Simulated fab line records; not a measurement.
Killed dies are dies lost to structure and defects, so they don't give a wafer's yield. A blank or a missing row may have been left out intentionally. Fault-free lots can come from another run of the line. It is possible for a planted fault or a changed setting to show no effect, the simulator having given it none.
Which tool was responsible? + flow n5-finfet + 8 lots with 24 wafers sampled at 7 steps, on a route of 1938 steps

## WHAT THE GAUGES SHOWED, per wafer
N5_SD_EPI_P_OVL_MEAS_10. Usual: SD_P_BLK_OVL 0.0 nm, standard deviation 0.67.
| lot  | measured    | on         | SD_P_BLK_OVL (nm) | flag |
|------|-------------|------------|-------------------|------|
| L906 | day 3 16:55 | overlay-01 | 0.6 0.6 -1.2      |      |
| L907 | day 4 01:02 | overlay-02 | 0.2 1.1 0.8       |      |
| L908 | day 4 05:04 | overlay-02 | -0.5 0.2 0.0      |      |
| L914 | day 5 20:27 | overlay-02 | -0.6 -0.6 0.6     |      |
| L920 | day 7 04:04 | overlay-01 | -1.6 -0.8 -0.5    |      |
| L921 | day 7 12:58 | overlay-02 | -0.5 0.3 0.1      |      |
| L924 | day 8 05:56 | overlay-02 | -0.7 -0.2 -0.1    |      |
| L927 | day 8 22:44 | overlay-01 | 1.4 -0.4 0.3      |      |

N5_SD_EPI_P_INSPECT_26: inspects for defects (darkfield). Usual: 176 for raw-defect-count, sd 36.
| lot  | measured    | on                | raw-defect-count | flag |
|------|-------------|-------------------|------------------|------|
| L906 | day 3 21:34 | defect-inspect-01 | 272 151 209      |      |
| L907 | day 4 04:50 | defect-inspect-01 | 154 141 140      |      |
| L908 | day 4 08:50 | defect-inspect-02 | 177 172 185      |      |
| L914 | day 6 00:15 | defect-inspect-02 | 167 1038 250     | OFF  |
| L920 | day 7 08:10 | defect-inspect-01 | 166 129 252      |      |
| L921 | day 7 16:50 | defect-inspect-02 | 185 166 208      |      |
| L924 | day 8 09:50 | defect-inspect-01 | 179 169 164      |      |
| L927 | day 9 02:32 | defect-inspect-01 | 176 177 210      |      |

N5_SD_ACTIVATION_INSPECT_02: inspects for defects (darkfield). Usual: 175 for raw-defect-count, sd 36.
| lot  | measured    | on                | raw-defect-count | flag |
|------|-------------|-------------------|------------------|------|
| L906 | day 3 22:20 | defect-inspect-02 | 278 152 232      |      |
| L907 | day 4 05:37 | defect-inspect-02 | 179 153 156      |      |
| L908 | day 4 09:36 | defect-inspect-02 | 182 168 183      |      |
| L914 | day 6 01:02 | defect-inspect-02 | 161 1068 271     | OFF  |
| L920 | day 7 08:55 | defect-inspect-02 | 184 127 272      |      |
| L921 | day 7 17:36 | defect-inspect-01 | 169 158 203      |      |
| L924 | day 8 10:46 | defect-inspect-01 | 183 152 165      |      |
| L927 | day 9 03:19 | defect-inspect-01 | 182 178 215      |      |

N5_BEOL_M4_RC_MEAS_101. Usual: DIBL_N 35.9 mV/V, standard deviation 1.3; DIBL_P 35.9 mV/V, standard deviation 1.5; IOFF_N 0.152 nA/um, standard deviation 0.023; IOFF_P 0.204 nA/um, standard deviation 0.027; ION_N 673 uA/um, standard deviation 9.2; ION_P 462 uA/um, standard deviation 6.7; SS_N 71.4 mV/dec, standard deviation 0.48; SS_P 73.2 mV/dec, standard deviation 0.55; VT_N 250.3 mV, standard deviation 2.6; VT_P -250.6 mV, standard deviation 3.
| lot  | measured     | on        | DIBL_N (mV/V)  | DIBL_P (mV/V)  | IOFF_N (nA/um)    | IOFF_P (nA/um)    | ION_N (uA/um) | ION_P (uA/um) | SS_N (mV/dec)  | SS_P (mV/dec)  | VT_N (mV)         | VT_P (mV)            | flag |
|------|--------------|-----------|----------------|----------------|-------------------|-------------------|---------------|---------------|----------------|----------------|-------------------|----------------------|------|
| L906 | day 8 20:23  | prober-02 | 33.8 33.5 33.9 | 34.7 34.5 35.1 | 0.143 0.133 0.139 | 0.199 0.186 0.199 | 667 672 663   | 461 464 464   | 71.0 71.5 70.9 | 72.4 72.5 72.8 | 250.9 250.1 250.9 | -250.0 -250.8 -250.2 |      |
| L907 | day 9 18:23  | prober-02 | 36.5 35.0 36.1 | 37.3 36.3 37.1 | 0.167 0.150 0.163 | 0.198 0.182 0.197 | 677 679 680   | 461 452 462   | 70.8 71.0 71.5 | 74.3 73.0 73.2 | 249.8 252.0 248.3 | -253.7 -254.3 -251.2 |      |
| L908 | day 9 21:12  | prober-01 | 36.6 35.3 37.3 | 36.6 34.7 38.1 | 0.135 0.122 0.162 | 0.175 0.159 0.214 | 670 676 685   | 456 453 469   | 71.2 70.6 71.8 | 72.8 72.6 73.6 | 253.0 253.1 251.9 | -253.4 -254.0 -250.3 |      |
| L914 | day 11 07:58 | prober-02 | 38.2 37.6 36.9 | 38.8 37.3 36.6 | 0.225 0.206 0.182 | 0.247 0.217 0.209 | 690 678 682   | 467 458 458   | 71.5 71.8 71.3 | 74.1 73.2 72.6 | 242.7 244.2 246.1 | -248.1 -253.5 -251.4 |      |
| L920 | day 12 12:38 | prober-02 | 33.7 37.4 35.2 | 32.6 37.8 34.0 | 0.112 0.179 0.140 | 0.168 0.235 0.181 | 658 677 664   | 463 469 458   | 71.3 71.4 71.7 | 72.2 74.2 72.9 | 254.1 249.8 250.1 | -251.2 -248.6 -250.5 |      |
| L921 | day 13 14:47 | prober-01 | 36.5 36.6 36.1 | 36.9 37.0 36.0 | 0.146 0.141 0.139 | 0.178 0.178 0.168 | 671 660 674   | 459 451 457   | 70.9 70.4 71.4 | 73.0 72.9 73.4 | 250.3 250.9 249.9 | -251.8 -254.6 -253.8 |      |
| L924 | day 13 17:28 | prober-02 | 36.1 36.2 35.4 | 36.0 36.6 35.8 | 0.162 0.164 0.149 | 0.183 0.187 0.176 | 675 668 669   | 454 455 452   | 71.9 72.0 71.4 | 73.0 73.8 73.1 | 250.0 248.5 250.2 | -253.1 -255.2 -256.0 |      |
| L927 | day 14 22:47 | prober-02 | 35.3 35.2 35.9 | 34.3 34.4 35.3 | 0.134 0.130 0.146 | 0.219 0.216 0.240 | 657 667 678   | 466 471 477   | 71.6 71.4 71.1 | 73.2 72.1 73.7 | 252.8 249.9 251.0 | -247.0 -247.9 -244.7 |      |

## EACH LOT AND THE TOOL THAT RAN IT (in order: tool; ch and the chambers of the sampled wafers; start)
| lot  | N5_SD_EPI_P_ETCH_36               | N5_ILD0_LINER_00                 | N5_ILD0_CMP_07               |
|------|-----------------------------------|----------------------------------|------------------------------|
| L906 | rie-diel-06 ch 0,1,2, day 3 17:00 | ald-sin-04 ch 0,1,3, day 3 22:23 | cmp-02 ch 0,2,3, day 4 01:09 |
| L907 | rie-diel-03 ch 0,1,2, day 4 01:08 | ald-sin-02 ch 2,3, day 4 05:40   | cmp-04 ch 0,2,3, day 4 08:21 |
| L908 | rie-diel-03 ch 2,3, day 4 05:10   | ald-sin-01 ch 0,2,3, day 4 09:40 | cmp-04 ch 0,1,3, day 4 12:28 |
| L914 | rie-diel-03 ch 0,2,3, day 5 20:33 | ald-sin-01 ch 1,2, day 6 01:05   | cmp-04 ch 0,1,3, day 6 03:48 |
| L920 | rie-diel-01 ch 1,2, day 7 04:10   | ald-sin-04 ch 0,2, day 7 08:57   | cmp-01 ch 0,1,2, day 7 11:38 |
| L921 | rie-diel-06 ch 1,2,3, day 7 13:09 | ald-sin-04 ch 0,2,3, day 7 17:54 | cmp-04 ch 0,3, day 7 20:35   |
| L924 | rie-diel-01 ch 0,2,3, day 8 06:10 | ald-sin-01 ch 0,1,2, day 8 10:54 | cmp-01 ch 0,2,3, day 8 13:35 |
| L927 | rie-diel-06 ch 0,1,3, day 8 22:50 | ald-sin-01 ch 1,2,3, day 9 03:23 | cmp-01 ch 0,1, day 9 06:27   |
- N5_SD_EPI_P_ETCH_36: etches SiARC in CF4, target depth 45.5 nm, time 75.8 s.
- N5_ILD0_LINER_00: material SiNx, target thk 4 nm, pulse time 1 s, purge time 2 s.
- N5_ILD0_CMP_07: polishes SiO2 flowable, stops on poly-Si, t overpolish 1.18 s, target thk 138.88 nm.

## AS READ BY THE TOOLS THEMSELVES (means over the sampled wafers that have a number; for cases with no such wafer, the mark the record gives instead)
N5_SD_EPI_P_ETCH_36. Usual: drypump-motor-current-A 5.5 A, standard deviation 0.31; etch-rf-on-time-s 75.5 s, standard deviation 1.3; oes-product-au 0.67 a.u., standard deviation 0.063; rf-vpp-V 184.1 V, standard deviation 1.3; showerhead-plenum-p-Torr 2.14 Torr, standard deviation 0.072; throttle-valve-pct 15.55 %, standard deviation 0.26.
| lot  | tool        | drypump-motor-current-A (A) | etch-rf-on-time-s (s) | oes-product-au (a.u.) | rf-vpp-V (V) | showerhead-plenum-p-Torr (Torr) | throttle-valve-pct (%) | flag |
|------|-------------|-----------------------------|-----------------------|-----------------------|--------------|---------------------------------|------------------------|------|
| L906 | rie-diel-06 | 5.8                         | 75.4                  | 0.70                  | 185.7        | 2.21                            | 15.37                  |      |
| L907 | rie-diel-03 | 5.4                         | 76.6                  | 0.66                  | 183.6        | 2.09                            | 15.60                  |      |
| L908 | rie-diel-03 | 5.6                         | 76.3                  | 0.63                  | 185.1        | 2.14                            | 15.90                  |      |
| L914 | rie-diel-03 | 5.5                         | 76.5                  | 0.63                  | 183.7        | 2.13                            | 15.81                  |      |
| L920 | rie-diel-01 | 5.7                         | 75.9                  | 0.62                  | 184.0        | 2.15                            | 15.75                  |      |
| L921 | rie-diel-06 | 5.7                         | 74.6                  | 0.70                  | 184.8        | 2.15                            | 15.41                  |      |
| L924 | rie-diel-01 | 5.5                         | 75.3                  | 0.66                  | 184.2        | 2.12                            | 15.61                  |      |
| L927 | rie-diel-06 | 5.5                         | 74.6                  | 0.71                  | 183.6        | 2.13                            | 15.40                  |      |

N5_ILD0_LINER_00. Usual: heater-power-w 857 W, standard deviation 86; precursor-pulse-height-rel 1.002, standard deviation 0.019.
| lot  | tool       | heater-power-w (W) | precursor-pulse-height-rel | flag |
|------|------------|--------------------|----------------------------|------|
| L906 | ald-sin-04 | 892                | 1.009                      |      |
| L907 | ald-sin-02 | 984                | 0.975                      |      |
| L908 | ald-sin-01 | 784                | 1.001                      |      |
| L914 | ald-sin-01 | 836                | 1.001                      |      |
| L920 | ald-sin-04 | 835                | 1.002                      |      |
| L921 | ald-sin-04 | 883                | 0.975                      |      |
| L924 | ald-sin-01 | 825                | 1.006                      |      |
| L927 | ald-sin-01 | 827                | 0.999                      |      |

N5_ILD0_CMP_07. Usual: motor-current-A 12.4 A, standard deviation 0.98; pad-life-wafers 992, standard deviation 470.
| lot  | tool   | motor-current-A (A) | pad-life-wafers | flag |
|------|--------|---------------------|-----------------|------|
| L906 | cmp-02 | 12.4                | 974             |      |
| L907 | cmp-04 | 12.5                | 151             |      |
| L908 | cmp-04 | 12.0                | 183             |      |
| L914 | cmp-04 | 12.3                | 500             |      |
| L920 | cmp-01 | 12.5                | 1351            |      |
| L921 | cmp-04 | 12.0                | 824             |      |
| L924 | cmp-01 | 11.2                | 1550            |      |
| L927 | cmp-01 | 13.1                | 1692            |      |

## THE ANSWER, worked out from the rows above alone
Rule: a lot is off if the mean of its wafers that have a number lies more than 3 standard deviations from the usual mean. Also off: a lot with no number at a reading for which 4 or more lots have one. The other lots that the step has rows for count as sound. Order of review: gauges by route order, followed by the tools' own readings, for which a lot's mean as printed above is used. The first step at which some lot is off is used, and at that step the reading that is off furthest; a lot without a number counts as furthest.
Off, at N5_SD_EPI_P_INSPECT_26 on raw-defect-count: L914.
A tool fits if, at a process step before that reading, it ran every lot that is off, and no sound lot after the first of them. Gauges at N5_SD_EPI_P_INSPECT_26: tried the same way as those tools. One candidate fits, namely rie-diel-03 at N5_SD_EPI_P_ETCH_36. Its last sound lot is L908 (day 4 05:10), its first lot that is off L914 (day 5 20:33): a fault that began between those two fits.

## WHAT THE SIMULATOR HAD INSERTED
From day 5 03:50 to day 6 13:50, rie-diel-03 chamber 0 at N5_SD_EPI_P_ETCH_36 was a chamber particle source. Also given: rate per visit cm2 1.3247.
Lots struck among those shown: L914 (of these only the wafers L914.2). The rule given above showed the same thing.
